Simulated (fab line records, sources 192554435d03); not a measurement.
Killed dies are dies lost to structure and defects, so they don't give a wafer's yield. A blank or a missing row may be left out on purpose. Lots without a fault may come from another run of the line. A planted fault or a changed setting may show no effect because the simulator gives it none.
A struck lot beside a sound one | flow n5_finfet | 15 steps out of a route of 1938
Sound: wafers L119.1, L119.3, L119.6. Struck: wafers L111.1, L111.2, L111.3. The cause comes at the end.
At each step with rows: each side's tool, then ch and its chambers, then its first start. Under that, the readings that differ: sound wafers | struck wafers | difference of the means | sigmas: that difference in standard deviations of wafers without a fault.
alike: readings whose means differ by less than 2 such deviations, and words and numbers that are the same on both sides. not compared: withheld readings, readings that some wafer has no value for, bounds like >300 that may hide the same value, and numbers for which the record gives no deviation and whose values overlap.
The two part at a step that has a row with sigmas, a row that says differs or no value, or rows on one side only. Numbers that don't overlap but have no deviation are shown without sigmas and don't part them. A reading that every wafer of one side lacks parts them only if that side has two wafers or more.

N5_BEOL_M11_OCD_MEAS_38:
  sound on ocd-02, day 15 12:59; struck on ocd-02, day 13 04:52
  alike: trench_depth_nm
then, 4 steps without rows for these wafers: N5_BEOL_M11_HM_STRIP_39 (strips TiN in peroxide tin strip, target depth 25 nm, time 158 s); N5_BEOL_M11_SRD_40 (time 30 s); N5_BEOL_M11_PRECLEAN_42 (cleans in residue remover, time 60 s); N5_BEOL_M11_SRD_43 (time 30 s).
N5_BEOL_M11_CD_MEAS_35: target cd 70 nm.
  sound on cd_sem-02, day 15 13:08; struck on cd_sem-01, day 13 05:01
  alike: cd_nm
N5_BEOL_M11_CURE_72: cures SiCOH lowk, time 120 s.
  sound on uv_cure-01 ch 2, day 15 13:21; struck on uv_cure-02 ch 0, day 13 05:12
  alike: lamp_power_pct, wafer_temp_C_max
N5_BEOL_M11_DEGAS_44: time 60 s.
  sound on pvd_sputter-01, day 15 13:50; struck on pvd_sputter-01, day 13 05:38
  alike: heater_power_w
N5_BEOL_M11_PRE_CLEAN_45: time 30 s.
  sound on pvd_sputter-01, day 15 13:52; struck on pvd_sputter-01, day 13 05:40
  alike: heater_power_w
N5_BEOL_M11_ALD_74: deposits TaN, target thk 2 nm, pulse time 2 s, purge time 3 s.
  sound on ald_metal-04 ch 0,2,3, day 15 14:07; struck on ald_metal-02 ch 0,1,3, day 13 05:45
  alike: heater_power_w, precursor_vessel_carrier_sccm, precursor_vessel_pressure_torr
  not compared: since_wet_clean_h
N5_BEOL_M11_SURFACE_TREAT_76:
  sound on pvd_sputter-02, day 15 14:32; struck on pvd_sputter-01, day 13 06:15
  not compared: throttle_valve_pct
then, 1 step without rows for these wafers: N5_BEOL_M11_CVD_75 (deposits Co from CCTBA/H2, target thk 2 nm, time 138.9 s).
N5_BEOL_M11_SPUTTER_48: material Cu, target thk 12 nm, time 2 s.
  sound on pvd_sputter-02, day 15 14:44; struck on pvd_sputter-01, day 13 06:34
  reading                | sound             | struck            | difference | sigmas
  cathode_dc_power_W (W) | 25999 25996 25996 | 20222 20228 20212 | -5776      | -99 or more
  alike: chamber_pressure_pa, chuck_gas_flow_sccm, throttle_valve_pct
then, 1 step without rows for these wafers: N5_BEOL_M11_ECD_50 (material Cu, target thk 318 nm).
N5_PASSIVATION_PROBE_49:
  sound on prober-02, day 17 13:18; struck on prober-01, day 14 23:17
  alike: defect_limited_yield, killed_at_M0_to_M3, killed_at_M4_up, killed_at_contacts, killed_at_front_end, killed_at_other, killed_dies, killed_open, killed_short, sort_bin_5_function, sort_bin_6_memory, sort_bin_8_speed, sort_n_pass, sort_yield_pct

WHERE THEY PART
Only at N5_BEOL_M11_SPUTTER_48, within this record. Later steps at which nothing parts them and some readings are alike: N5_PASSIVATION_PROBE_49.

WHY: what the simulator had put in
Process parameter drift: pvd_sputter-01, from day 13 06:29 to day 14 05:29, at N5_BEOL_M11_SPUTTER_48. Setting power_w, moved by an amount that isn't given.
